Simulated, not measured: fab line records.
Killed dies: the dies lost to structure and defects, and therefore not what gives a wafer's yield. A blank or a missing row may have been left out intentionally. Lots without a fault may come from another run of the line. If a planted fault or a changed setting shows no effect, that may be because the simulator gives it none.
Struck lot and sound lot, side by side || flow nand_harc || 15 steps out of a route of 1159
Sound: these wafers, L880.3, L880.4, L880.5. Struck: wafer L874.2 (L874.3, L874.5, from the same lot, were not struck and are left out); the cause is given at the end.
Per side, at each step with rows, come the tool, then ch with its chambers, and then its first start. Under that, the readings that differ: sound wafers || struck wafers || difference of the means || sigmas: that difference in standard deviations of wafers without a fault.
alike: words and numbers the same on both sides, and readings whose means are apart by under 2 such deviations; not compared: readings that were withheld, readings missing a value for some wafer, numbers with overlapping values and no deviation given by the record, and bounds like >300 which may hide the same value.
The two part at a step that has a row with sigmas, a row that says differs or no value, or rows on one side only. Numbers that have no deviation but don't overlap get no sigmas and don't part them. A reading missing from all wafers of one side parts the sides only when that side holds two or more wafers.

first, 1 step without rows for these wafers: NHARC_A_ONON_D1_DEP_03 (target thk 1000 nm).
NHARC_A_ONON_D1_THK_MEAS_05: measures by ellipsometry.
  sound on film_metro-02, day 12 16:54; struck on film_metro-01, day 11 11:01
{"reading": "thk_nm (nm)", "sound": "980 981 981", "struck": 1011, "difference": "+30", "sigmas": "+3"}
after that, 1 step with no rows for these wafers: NHARC_A_ONON_D1_DEP_06 (target thk 1000 nm).
NHARC_A_ONON_D1_THK_MEAS_08: measures by ellipsometry.
  sound on film_metro-01, day 12 17:28; struck on film_metro-02, day 11 11:35
  alike: thk_nm
after that, 1 step with no rows for these wafers: NHARC_A_ONON_D1_DEP_09 (target thk 1000 nm).
NHARC_A_ONON_D1_THK_MEAS_11: measures by ellipsometry.
  sound on film_metro-02, day 12 18:02; struck on film_metro-02, day 11 12:10
  alike: thk_nm
after that, 1 step with no rows for these wafers: NHARC_A_ONON_D1_DEP_12 (target thk 1000 nm).
NHARC_A_ONON_D1_THK_MEAS_14: measures by ellipsometry.
  sound on film_metro-01, day 12 18:38; struck on film_metro-02, day 11 12:44
  alike: thk_nm
then, 2 steps without rows for these wafers: NHARC_A_ONON_D1_ANNEAL_15 (time 3600 s); NHARC_A_ONON_D1_DEP_16 (target thk 1000 nm).
NHARC_A_ONON_D1_THK_MEAS_18: measures by ellipsometry.
  sound on film_metro-02, day 13 01:49; struck on film_metro-02, day 11 20:14
  alike: thk_nm
NHARC_A_ONON_D1_DEP_19: target thk 1000 nm.
  sound on pecvd_onon-04 ch 0, day 13 01:59; struck on pecvd_onon-02 ch 0, day 11 20:21
NHARC_A_ONON_D1_THK_MEAS_21: measures by ellipsometry.
  sound on film_metro-01, day 13 02:22; struck on film_metro-01, day 11 20:48
{"reading": "thk_nm (nm)", "sound": "1009 1009 1009", "struck": 1919, "difference": "+910", "sigmas": "+96"}
after that, 1 step with no rows for these wafers: NHARC_A_ONON_D1_DEP_22 (target thk 1000 nm).
-- jump in the record: it breaks off in module A_ONON_D1 and resumes in module END (first step shown: number 1159 of the route), and 12 days separate the struck wafers' starts before and after --
NHARC_END_SORT_01:
  only the struck wafers appear in the record here, on prober-02 ch 0 at day 23 23:13; the sound ones have no rows

## WHERE THEY PART
Last at NHARC_END_SORT_01 as far as this record goes, first at NHARC_A_ONON_D1_THK_MEAS_05.

WHY: whatever the simulator had introduced
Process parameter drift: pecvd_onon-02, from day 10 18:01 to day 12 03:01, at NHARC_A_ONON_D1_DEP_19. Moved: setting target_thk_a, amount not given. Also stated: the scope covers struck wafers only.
